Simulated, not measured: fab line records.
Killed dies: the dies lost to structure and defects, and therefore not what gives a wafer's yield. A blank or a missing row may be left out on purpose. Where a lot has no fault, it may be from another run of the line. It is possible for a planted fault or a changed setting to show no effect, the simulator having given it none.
fab line records + flow n5_finfet
record:
- lots: 4
- wafers: 12
- last_day: 16
route steps=1938 shown BEOL_M4@1099 BEOL_M5@1112 PASSIVATION@1936
lots untouched by any fault: they come from a run of this same line in which no faults occurred
start_h: start of the lot's first displayed wafer, in hours after the record's first day + wait_h: how many hours have passed since the lot's step before this one + " repeats the value in the row above + L1.1+2: a single row standing in for several wafers + - no value present, or no start provided + * or withheld: withheld + < > ~ a bound
route shown NAME@n: names a module that has steps shown in the file, with the first one's number in the route + usual: mean and standard deviation over wafers with no fault + same: alike in all rows + chamber/n: place in a boat + sites: readings site by site + _std_site: their standard deviation + _edge_site: inner sites' mean taken away from outer sites' mean + radius_mm: how far each site lies from the wafer's centre + mask NAME#n: copy n + behind: the tool/chamber that last shaped the wafer + hold: cause of the lot's hold/its duration in hours/its outcome + device: transistor that didn't switch, given as n, p or np + end of line: at the end of the route, the tests of the same wafers + for a step that has no rows: nothing shown but its recipe + killed: not the wafer's yield, but the dies lost to structure and defects at the first sort + map: a wafer's dies, x killed, . not, _ none there
set.NAME: the run value of the setting; set.NAME@STEP: its run value at that earlier step + model.NAME: the simulator's own value behind a step, which no gauge read
lots at selected steps of the route; one table per step, one row per wafer
services: when a tool's chamber went out of use (start_h, in hours from the record's first day, below 0 if earlier), for how many hours, and the reason
== steps ==
step: N5_BEOL_M4_ANNEAL_95
recipe:
- temp_c: 400
- time_s: 240
- ambient: vacuum
step: N5_BEOL_M4_SPUTTER_96
recipe:
- material: Cu
- target_thk_a: 45
- temp_c: -20
- chamber_pressure_pa: 0.07
- power_w: withheld
- time_s: 8.29
step: N5_BEOL_M4_ECD_50
recipe:
- material: Cu
- target_thk_a: 3000
step: N5_BEOL_M4_ANNEAL_51
recipe:
- temp_c: 225
- time_s: 90
- ambient: N2
step: N5_BEOL_M4_CMP_52
recipe:
- stop_on: SiOC
- t_overpolish_s: 6.8
- down_force_psi: 1
- platen_rpm: 50
- clearing_platen_down_force_psi: 1.5
- clearing_platen_rpm: 50
- post_cmp_clean: cu_alkaline
- target_thk_nm: 40
- clearing_platen_pad_velocity_m_s: 0.99484
- pad_velocity_m_s: 0.99484
step: N5_BEOL_M4_PRE_CLEAN_60
recipe:
- gas: NH3/H2
- time_s: 15
- temp_c: *
- rf_power_w: 300
step: N5_BEOL_M4_CO_CAP_55
recipe:
- material: Co
- target_thk_a: 20
- temp_c: 200
- precursor: CCTBA/H2
- pressure_torr: 30
- time_s: 102.1
step: N5_BEOL_M4_PRE_CLEAN_56
recipe:
- gas: NH3
- time_s: 15
- temp_c: withheld
- rf_power_w: 300
step: N5_BEOL_M4_DEP_57
recipe:
- material: SiCN
- target_thk_a: 80
- temp_c: withheld
- precursor: 3MS/NH3
- pressure_torr: 3
- rf_w: 202
- time_s: 14
step: N5_BEOL_M4_RC_MEAS_101
usual:
- DIBL_N: 35.9/2.5
- DIBL_P: 36.0/3
- IOFF_N: 0.16/0.047
- IOFF_P: 0.21/0.047
- ION_N: 671/14
- ION_P: 460/8.8
- SS_N: 71.5/0.73
- SS_P: 73.2/0.91
- VT_N: 250/4.3
- VT_P: -251/3.6
| lot.wafer | tool      | chamber | start_h | wait_h | DIBL_N[mV/V] | DIBL_P[mV/V] | IOFF_N[nA/um] | IOFF_P[nA/um] | ION_N[uA/um] | ION_P[uA/um] | SS_N[mV/dec] | SS_P[mV/dec] | VT_N[mV] | VT_P[mV] |
|-----------|-----------|---------|---------|--------|--------------|--------------|---------------|---------------|--------------|--------------|--------------|--------------|----------|----------|
| L109.4    | prober-01 | 0       | 167.25  | 0.5    | 36.8         | 36.8         | 0.16          | 0.19          | 674          | 452          | 71.7         | 73.0         | 250      | -252     |
| L109.5    | "         | 0       | "       | "      | 36.6         | 37.9         | 0.16          | 0.21          | 683          | 465          | 71.6         | 73.3         | 249      | -251     |
| L109.6    | "         | 0       | "       | "      | 33.3         | 34.2         | 0.13          | 0.16          | 659          | 448          | 71.4         | 72.3         | 250      | -255     |
| L112.2    | prober-02 | 0       | 185.32  | 0.2    | 34.4         | 33.1         | 0.13          | 0.17          | 654          | 454          | 71.9         | 72.0         | 253      | -253     |
| L112.3    | "         | 0       | "       | "      | 31.4         | 31.8         | 0.09          | 0.15          | 647          | 453          | 70.7         | 72.0         | 255      | -253     |
| L112.4    | "         | 0       | "       | "      | 37.4         | 37.1         | 0.17          | 0.21          | 693          | 466          | 72.5         | 73.5         | 247      | -250     |
| L113.1    | prober-01 | 0       | 187.02  | 0.0    | 39.4         | 37.4         | 0.23          | 0.25          | 685          | 459          | 71.8         | 74.5         | 242      | -250     |
| L113.2    | "         | 0       | "       | "      | 38.2         | 36.2         | 0.18          | 0.20          | 680          | 455          | 71.3         | 74.0         | 247      | -253     |
| L113.6    | "         | 0       | "       | "      | 37.5         | 36.1         | 0.18          | 0.21          | 681          | 463          | 70.9         | 73.8         | 246      | -250     |
| L128.1    | prober-01 | 0       | 283.75  | 0.0    | 36.8         | 40.0         | 0.18          | 0.27          | 682          | 475          | 71.9         | 74.3         | 250      | -246     |
| L128.3    | "         | 0       | "       | "      | 35.5         | 38.7         | 0.16          | 0.26          | 683          | 478          | 72.0         | 73.7         | 246      | -245     |
| L128.5    | "         | 0       | "       | "      | 35.1         | 37.2         | 0.15          | 0.22          | 677          | 468          | 72.1         | 73.7         | 249      | -250     |
step: N5_BEOL_M5_ILD_DEP_00
recipe:
- material: SiCOH_lowk
- target_thk_a: 1406.4
- temp_c: 300
- precursor: DEMS/porogen
- pressure_torr: 5
- rf_w: 500
- time_s: 25.9
step: N5_BEOL_M5_CURE_79
recipe:
- temp_c: 385
- time_s: 240
- ambient: He/Ar
- material: SiCOH_lowk
step: N5_BEOL_M5_PECVD_70
recipe:
- material: SiO2
- target_thk_a: 160
- temp_c: 400
- precursor: TEOS/O2
- pressure_torr: 5.5
- rf_w: 450
- teos_flow_sccm: 53.8
- gas: O2
- flow_sccm: 3000
- time_s: 18
step: N5_BEOL_M5_HM_DEP_02
recipe:
- material: TiN
- target_thk_a: 200
- temp_c: 25
- chamber_pressure_pa: 0.49996
step: N5_BEOL_M5_COAT_59
recipe:
- resist: SOC
- temp_c: 250
- time_s: 60
- spin_rpm: 1500
- resist_thk_nm: 60
step: N5_BEOL_M5_COAT_60
recipe:
- resist: SiARC
- temp_c: 220
- time_s: 60
- spin_rpm: 1500
- resist_thk_nm: 12
step: N5_BEOL_M5_COAT_71
recipe:
- resist: underlayer
- temp_c: 205
- time_s: 60
- spin_rpm: 1500
- resist_thk_nm: 5
step: N5_BEOL_M5_COAT_05
recipe:
- resist: CAR-EUV
- spin_rpm: 1500
- resist_thk_nm: 30
step: N5_BEOL_M5_EBR_07
recipe:
- solvent: PGMEA
- ebr_width_mm: 1.5
step: N5_BEOL_M5_SOFTBAKE_06
recipe:
- temp_c: 110
- time_s: 60
- resist: CAR-EUV
step: N5_BEOL_M5_EXPOSE_08
recipe:
- mask_id: M5
- na: 0.33
- source_shape: annular
- sigma_inner: 0.4
- sigma_outer: 0.8
- polarization: unpolarized
- target_cd_nm: 28
- dose_mj: 35.75
step: N5_BEOL_M5_PEB_09
recipe:
- peb_temp_c: 100
- peb_time_s: 60
- resist: CAR-EUV
step: N5_BEOL_M5_DEVELOP_10
recipe:
- develop_time_s: 30
- developer: TMAH
- resist: CAR-EUV
- rinse_liquid: surfactant_rinse
- dry: air_spin
- dev_temp_c: 23
step: N5_BEOL_M5_DESCUM_16
recipe:
- chemistry: O2
- time_s: 7
- source_power_w: 50
- bias_power_w: 20
- pressure_mtorr: 20
- rf_frequency_hz: 2.712e+07
- temp_c: 40
- resist: CAR-EUV
- o2_flow_sccm: 225
step: N5_BEOL_M5_ETCH_72
recipe:
- chemistry: N2/H2
- target: underlayer
- target_depth_a: 65
- mask_material: CAR-EUV
- time_s: 5.2
- ion_energy_ev: 200
- pressure_mtorr: 30
- source_w: 840
- bias_w: 150
- n2_flow_sccm: 200
- h2_flow_sccm: 200
- ends: cleared
step: N5_BEOL_M5_ETCH_61
recipe:
- chemistry: CF4
- target: SiARC
- target_depth_a: 156
- mask_material: CAR-EUV
- time_s: 26
- ion_energy_ev: 80
- pressure_mtorr: 40
- source_w: 545
- bias_w: 36
- Ar_flow_sccm: 100
- cf4_flow_sccm: 100
- ends: cleared
step: N5_BEOL_M5_ETCH_62
recipe:
- chemistry: N2/H2
- target: SOC
- target_depth_a: 750
- overetch_a: 150
- mask_material: SiARC
- temp_c: 40
- time_s: 112.5
- ion_energy_ev: 200
- pressure_mtorr: 30
- source_w: 840
- bias_w: 150
- n2_flow_sccm: 200
- h2_flow_sccm: 200
step: N5_BEOL_M5_STRIP_63
recipe:
- chemistry: N2/H2
- temp_c: 40
- n2_flow_sccm: 200
- h2_flow_sccm: 200
- rf_frequency_hz: 6e+07
step: N5_BEOL_M5_STRIP_73
recipe:
- chemistry: N2/H2
- temp_c: 40
- n2_flow_sccm: 200
- h2_flow_sccm: 200
- rf_frequency_hz: 6e+07
step: N5_BEOL_M5_STRIP_64
recipe:
- chemistry: CF4
- resist: SiARC
- power_w: 300
- bias_power_w: 75
- pressure_mtorr: 50
- cf4_flow_sccm: 150
- rf_frequency_hz: 6e+07
step: N5_BEOL_M5_HM_OPEN_17
recipe:
- chemistry: Cl2/BCl3
- target_depth_a: 200
- overetch_a: 60
- target: TiN
- mask_material: SOC
- ion_energy_ev: 150
- pressure_mtorr: 10
- icp_w: 1000
- bias_w: 126
- Cl2_flow_sccm: 53.25
- bcl3_flow_sccm: 21.75
- Ar_flow_sccm: 25
step: N5_BEOL_M5_STRIP_19
recipe:
- chemistry: O2
- power_w: 400
- temp_c: 40
- pressure_mtorr: 30
- rf_frequency_hz: 6e+07
- bias_power_w: 0
- overash_fraction: 0.2
- o2_flow_sccm: 225
step: N5_BEOL_M5_COAT_65
recipe:
- resist: SOC
- temp_c: 250
- time_s: 60
- spin_rpm: 1500
- resist_thk_nm: 60
step: N5_BEOL_M5_COAT_66
recipe:
- resist: SiARC
- temp_c: 220
- time_s: 60
- spin_rpm: 1500
- resist_thk_nm: 12
step: N5_BEOL_M5_EXPOSE_25
recipe:
- mask_id: V4
- na: 0.33
- source_shape: quasar
- sigma_inner: 0.2
- sigma_outer: 0.6
- polarization: unpolarized
- defocus_nm: 10
- dose_mj: 52.75
same:
- dipole_opening_deg: 60
| lot.wafer  | tool           | chamber | start_h | wait_h | mask |
|------------|----------------|---------|---------|--------|------|
| L109.4+5+6 | euv_scanner-02 | 0       | 171.78  | -      | V4#0 |
| L112.2+3+4 | euv_scanner-01 | 0       | 189.36  | -      | V4#0 |
| L113.1+2+6 | euv_scanner-01 | 0       | 192.51  | -      | V4#0 |
| L128.1+3+5 | euv_scanner-01 | 0       | 289.73  | -      | V4#0 |
step: N5_PASSIVATION_PROBE_49
usual:
- defect_limited_yield: 91.4/1.4
- killed_at_M0_to_M3: 34/8.9
- killed_at_M4_up: 13/4.6
- killed_at_contacts: 12/5.5
- killed_at_front_end: 41/11
- killed_at_other: 3.1/2.9
- killed_dies: 102/16
- killed_on_rim: 13/4.2
- killed_open: 66/11
- killed_short: 34/7.6
- sort_bin_5_function: 5.1/0.89
- sort_bin_6_memory: 3.2/0.61
- sort_n_pass: 1078/16
- sort_yield_pct: 91.3/1.4
same:
- gross_dies: 1180
- killed_at_back_side: 0
- sort_bin_4_leakage[%]: 0
- sort_bin_8_speed[%]: 0
| lot.wafer | tool      | chamber | start_h | wait_h | defect_limited_yield[%] | killed_at_M0_to_M3 | killed_at_M4_up | killed_at_contacts | killed_at_front_end | killed_at_other | killed_dies | killed_on_rim | killed_open | killed_short | sort_bin_5_function[%] | sort_bin_6_memory[%] | sort_n_pass | sort_yield_pct[%] |
|-----------|-----------|---------|---------|--------|-------------------------|--------------------|-----------------|--------------------|---------------------|-----------------|-------------|---------------|-------------|--------------|------------------------|----------------------|-------------|-------------------|
| L112.2    | prober-01 | -       | 286.06  | 0.1    | 0                       | 36                 | 1105            | 12                 | 23                  | 4               | 1180        | 152           | 51          | 31           | 19.2                   | 2.4                  | 0           | 0                 |
| L112.3    | prober-01 | -       | 286.11  | 0.1    | 0                       | 32                 | 1097            | 9                  | 34                  | 8               | 1180        | 152           | 62          | 31           | 4.9                    | 2.9                  | 0           | 0                 |
| L112.4    | prober-01 | -       | 286.16  | 0.2    | 34.5                    | 23                 | 707             | 15                 | 27                  | 1               | 773         | 107           | 55          | 23           | 39.9                   | 21.3                 | 407         | 34.5              |
| L113.1    | prober-02 | -       | 290.34  | 0.0    | 0                       | 39                 | 1106            | 9                  | 26                  | 0               | 1180        | 152           | 51          | 35           | 4.1                    | 3.0                  | 0           | 0                 |
| L113.2    | prober-02 | -       | 290.39  | 0.1    | 0                       | 21                 | 1121            | 13                 | 25                  | 0               | 1180        | 152           | 46          | 25           | 3.6                    | 2.2                  | 0           | 0                 |
| L113.6    | prober-02 | -       | 290.59  | 0.3    | 0                       | 26                 | 1113            | 11                 | 29                  | 1               | 1180        | 152           | 53          | 18           | 3.6                    | 2.4                  | 0           | 0                 |
| L128.1    | prober-01 | -       | 380.91  | 0.0    | 94.2                    | 19                 | 11              | 7                  | 30                  | 1               | 68          | 12            | 49          | 19           | 3.7                    | 1.9                  | 1112        | 94.2              |
| L128.3    | prober-01 | -       | 381.01  | 0.1    | 90.3                    | 26                 | 13              | 15                 | 59                  | 1               | 114         | 11            | 74          | 35           | 5.3                    | 3.4                  | 1066        | 90.3              |
| L128.5    | prober-01 | -       | 381.11  | 0.2    | 92.2                    | 21                 | 10              | 10                 | 46                  | 5               | 92          | 10            | 59          | 31           | 4.2                    | 3.0                  | 1088        | 92.2              |
killed by level:class
L112.2 BEOL_M5:area_expose=1096 MOL_CONTACT_COAG:geometric_particle:open=10 BEOL_M1:geometric_particle:open=10 BEOL_M0_SAQP:geometric_particle:short=7 FIN_SAQP:geometric_particle:open=6 BEOL_M0_SAQP:geometric_particle:open=6 BEOL_M1:geometric_particle:short=6 DUMMY_GATE:geometric_particle:open=4
L112.3 BEOL_M5:area_expose=1084 BEOL_M1:geometric_particle:open=9 FIN_SAQP:geometric_particle:short=8 MOL_CONTACT_COAG:geometric_particle:open=8 BEOL_M0_SAQP:geometric_particle:open=6 BEOL_M4:geometric_particle:open=6 GATE_CUT:geometric_particle:open=5 PAD_METAL:geometric_particle:short=5
L112.4 BEOL_M5:area_expose=693 MOL_CONTACT_COAG:geometric_particle:open=13 BEOL_M5:geometric_particle:open=8 BEOL_M1:geometric_particle:open=6 GATE_CUT:geometric_particle:short=5 FIN_SAQP:geometric_particle:open=4 BEOL_M2:geometric_particle:open=4 FIN_SAQP:geometric_particle:short=3
L113.1 BEOL_M5:area_expose=1094 BEOL_M0_SAQP:geometric_particle:open=8 BEOL_M0_SAQP:geometric_particle:short=7 BEOL_M1:geometric_particle:open=7 GATE_CUT:geometric_particle:short=6 BEOL_M2:geometric_particle:open=6 BEOL_M3:geometric_particle:open=6 MOL_CONTACT_COAG:geometric_particle:open=5
L113.2 BEOL_M5:area_expose=1109 MOL_CONTACT_COAG:geometric_particle:open=11 BEOL_M2:geometric_particle:open=7 FIN_SAQP:geometric_particle:short=4 BEOL_M0_SAQP:geometric_particle:short=4 BEOL_M1:geometric_particle:open=4 BEOL_M7:geometric_particle:open=4 STARTING-WAFER:geometric_particle:open=4
L113.6 BEOL_M5:area_expose=1109 BEOL_M2:geometric_particle:open=11 MOL_CONTACT_COAG:geometric_particle:open=9 STI_FIN_REVEAL:geometric_particle:open=8 BEOL_M1:geometric_particle:open=6 FIN_SAQP:geometric_particle:short=5 DUMMY_GATE:geometric_particle:open=5 BEOL_M0_SAQP:geometric_particle:open=4
L128.1 DUMMY_GATE:geometric_particle:open=8 MOL_CONTACT_COAG:geometric_particle:open=7 GATE_CUT:geometric_particle:short=7 BEOL_M0_SAQP:geometric_particle:open=5 BEOL_M2:geometric_particle:open=5 GATE_CUT:geometric_particle:open=4 STI_FIN_REVEAL:geometric_particle:open=3 BEOL_M3:geometric_particle:open=3
L128.3 STI_FIN_REVEAL:geometric_particle:open=23 MOL_CONTACT_COAG:geometric_particle:open=10 DUMMY_GATE:geometric_particle:open=8 BEOL_M0_SAQP:geometric_particle:short=7 STI_FIN_REVEAL:geometric_particle:short=6 MOL_CONTACT_COAG:geometric_particle:short=5 BEOL_M0_SAQP:geometric_particle:open=5 HKMG_FIN:area_etch=5
L128.5 STI_FIN_REVEAL:geometric_particle:open=15 STI_FIN_REVEAL:geometric_particle:short=11 MOL_CONTACT_COAG:geometric_particle:open=8 BEOL_M0_SAQP:geometric_particle:open=8 BEOL_M0_SAQP:geometric_particle:short=5 DUMMY_GATE:geometric_particle:open=5 PASS1_DEP:geometric_particle:open=4 STARTING-WAFER:geometric_particle:open=4
map L112.2 (x killed, . not)
_________________xxxxxxxxxxxx________________
______________xxxxxxxxxxxxxxxxxx_____________
___________xxxxxxxxxxxxxxxxxxxxxxxx__________
__________xxxxxxxxxxxxxxxxxxxxxxxxxx_________
________xxxxxxxxxxxxxxxxxxxxxxxxxxxxxx_______
_______xxxxxxxxxxxxxxxxxxxxxxxxxxxxxxxx______
______xxxxxxxxxxxxxxxxxxxxxxxxxxxxxxxxxx_____
_____xxxxxxxxxxxxxxxxxxxxxxxxxxxxxxxxxxxx____
____xxxxxxxxxxxxxxxxxxxxxxxxxxxxxxxxxxxxxx___
___xxxxxxxxxxxxxxxxxxxxxxxxxxxxxxxxxxxxxxxx__
___xxxxxxxxxxxxxxxxxxxxxxxxxxxxxxxxxxxxxxxx__
__xxxxxxxxxxxxxxxxxxxxxxxxxxxxxxxxxxxxxxxxxx_
__xxxxxxxxxxxxxxxxxxxxxxxxxxxxxxxxxxxxxxxxxx_
_xxxxxxxxxxxxxxxxxxxxxxxxxxxxxxxxxxxxxxxxxxxx
_xxxxxxxxxxxxxxxxxxxxxxxxxxxxxxxxxxxxxxxxxxxx
_xxxxxxxxxxxxxxxxxxxxxxxxxxxxxxxxxxxxxxxxxxxx
_xxxxxxxxxxxxxxxxxxxxxxxxxxxxxxxxxxxxxxxxxxxx
_xxxxxxxxxxxxxxxxxxxxxxxxxxxxxxxxxxxxxxxxxxxx
_xxxxxxxxxxxxxxxxxxxxxxxxxxxxxxxxxxxxxxxxxxxx
_xxxxxxxxxxxxxxxxxxxxxxxxxxxxxxxxxxxxxxxxxxxx
_xxxxxxxxxxxxxxxxxxxxxxxxxxxxxxxxxxxxxxxxxxxx
__xxxxxxxxxxxxxxxxxxxxxxxxxxxxxxxxxxxxxxxxxx_
__xxxxxxxxxxxxxxxxxxxxxxxxxxxxxxxxxxxxxxxxxx_
___xxxxxxxxxxxxxxxxxxxxxxxxxxxxxxxxxxxxxxxx__
___xxxxxxxxxxxxxxxxxxxxxxxxxxxxxxxxxxxxxxxx__
____xxxxxxxxxxxxxxxxxxxxxxxxxxxxxxxxxxxxxx___
_____xxxxxxxxxxxxxxxxxxxxxxxxxxxxxxxxxxxx____
______xxxxxxxxxxxxxxxxxxxxxxxxxxxxxxxxxx_____
_______xxxxxxxxxxxxxxxxxxxxxxxxxxxxxxxx______
________xxxxxxxxxxxxxxxxxxxxxxxxxxxxxx_______
__________xxxxxxxxxxxxxxxxxxxxxxxxxx_________
___________xxxxxxxxxxxxxxxxxxxxxxxx__________
______________xxxxxxxxxxxxxxxxxx_____________
_________________xxxxxxxxxxxx________________
map L113.1 (x killed, . not)
_________________xxxxxxxxxxxx________________
______________xxxxxxxxxxxxxxxxxx_____________
___________xxxxxxxxxxxxxxxxxxxxxxxx__________
__________xxxxxxxxxxxxxxxxxxxxxxxxxx_________
________xxxxxxxxxxxxxxxxxxxxxxxxxxxxxx_______
_______xxxxxxxxxxxxxxxxxxxxxxxxxxxxxxxx______
______xxxxxxxxxxxxxxxxxxxxxxxxxxxxxxxxxx_____
_____xxxxxxxxxxxxxxxxxxxxxxxxxxxxxxxxxxxx____
____xxxxxxxxxxxxxxxxxxxxxxxxxxxxxxxxxxxxxx___
___xxxxxxxxxxxxxxxxxxxxxxxxxxxxxxxxxxxxxxxx__
___xxxxxxxxxxxxxxxxxxxxxxxxxxxxxxxxxxxxxxxx__
__xxxxxxxxxxxxxxxxxxxxxxxxxxxxxxxxxxxxxxxxxx_
__xxxxxxxxxxxxxxxxxxxxxxxxxxxxxxxxxxxxxxxxxx_
_xxxxxxxxxxxxxxxxxxxxxxxxxxxxxxxxxxxxxxxxxxxx
_xxxxxxxxxxxxxxxxxxxxxxxxxxxxxxxxxxxxxxxxxxxx
_xxxxxxxxxxxxxxxxxxxxxxxxxxxxxxxxxxxxxxxxxxxx
_xxxxxxxxxxxxxxxxxxxxxxxxxxxxxxxxxxxxxxxxxxxx
_xxxxxxxxxxxxxxxxxxxxxxxxxxxxxxxxxxxxxxxxxxxx
_xxxxxxxxxxxxxxxxxxxxxxxxxxxxxxxxxxxxxxxxxxxx
_xxxxxxxxxxxxxxxxxxxxxxxxxxxxxxxxxxxxxxxxxxxx
_xxxxxxxxxxxxxxxxxxxxxxxxxxxxxxxxxxxxxxxxxxxx
__xxxxxxxxxxxxxxxxxxxxxxxxxxxxxxxxxxxxxxxxxx_
__xxxxxxxxxxxxxxxxxxxxxxxxxxxxxxxxxxxxxxxxxx_
___xxxxxxxxxxxxxxxxxxxxxxxxxxxxxxxxxxxxxxxx__
___xxxxxxxxxxxxxxxxxxxxxxxxxxxxxxxxxxxxxxxx__
____xxxxxxxxxxxxxxxxxxxxxxxxxxxxxxxxxxxxxx___
_____xxxxxxxxxxxxxxxxxxxxxxxxxxxxxxxxxxxx____
______xxxxxxxxxxxxxxxxxxxxxxxxxxxxxxxxxx_____
_______xxxxxxxxxxxxxxxxxxxxxxxxxxxxxxxx______
________xxxxxxxxxxxxxxxxxxxxxxxxxxxxxx_______
__________xxxxxxxxxxxxxxxxxxxxxxxxxx_________
___________xxxxxxxxxxxxxxxxxxxxxxxx__________
______________xxxxxxxxxxxxxxxxxx_____________
_________________xxxxxxxxxxxx________________
== services ==
| tool           | chamber | start_h | hours | kind        |
|----------------|---------|---------|-------|-------------|
| euv_scanner-02 | 0       | 170.45  | -     | calibration |
| euv_scanner-01 | -       | 171.36  | 1.0   | pm          |
| euv_scanner-01 | -       | 177.31  | 8.6   | repair      |
| euv_scanner-02 | -       | 185.06  | 0.1   | repair      |
| euv_scanner-01 | -       | 192.91  | 0.1   | repair      |
| euv_scanner-02 | -       | 199.81  | 1.0   | pm          |
| euv_scanner-01 | -       | 227.51  | 1.0   | pm          |
| euv_scanner-02 | -       | 238.49  | 4.6   | pm          |
| euv_scanner-01 | 0       | 250.13  | -     | calibration |
| euv_scanner-02 | -       | 255.96  | 1.0   | pm          |
| euv_scanner-02 | -       | 258.27  | 1.9   | repair      |
| euv_scanner-02 | -       | 262.25  | 1.5   | repair      |
| euv_scanner-01 | -       | 283.66  | 1.0   | pm          |
| euv_scanner-01 | -       | 286.98  | 1.5   | repair      |
== key ==
first_sign:
- step: N5_PASSIVATION_PROBE_49
- reading: killed_at_M4_up
- direction: up
- sigmas: 99+
- usual: 13
- struck: 1042
effect:
- step: N5_PASSIVATION_PROBE_49
- reading: defect_limited_yield
- direction: down
- sigmas: 63
- usual: 91.4
- struck: 5.7
more_kills_born_at:
- N5_BEOL_M5_EXPOSE_25@euv_scanner-01: 6185
met_at N5_BEOL_M5_EXPOSE_25
struck_wafers L112.2,L112.3,L112.4,L113.1,L113.2,L113.6
later_rows_left_out L112.2,L112.3,L112.4,L113.1,L113.2,L113.6
loop_trim:
- step: N5_BEOL_M5_EXPOSE_25
- setting: dose
- lots: L113
fault:
- kind: process_parameter_drift
- tool: euv_scanner-01
- chamber: -
- onset_h: 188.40
- steps: N5_BEOL_M5_EXPOSE_25
- channel: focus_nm
- offset: 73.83
- spread_by_wafer: 0.3
- shape: step
- end_h: 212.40
later_rows_left_out: the simulator's readings of these wafers behind a module that went badly wrong aren't trusted and aren't shown, but for the sort
loop_trim: a control loop set the setting to another value than it would have without faults
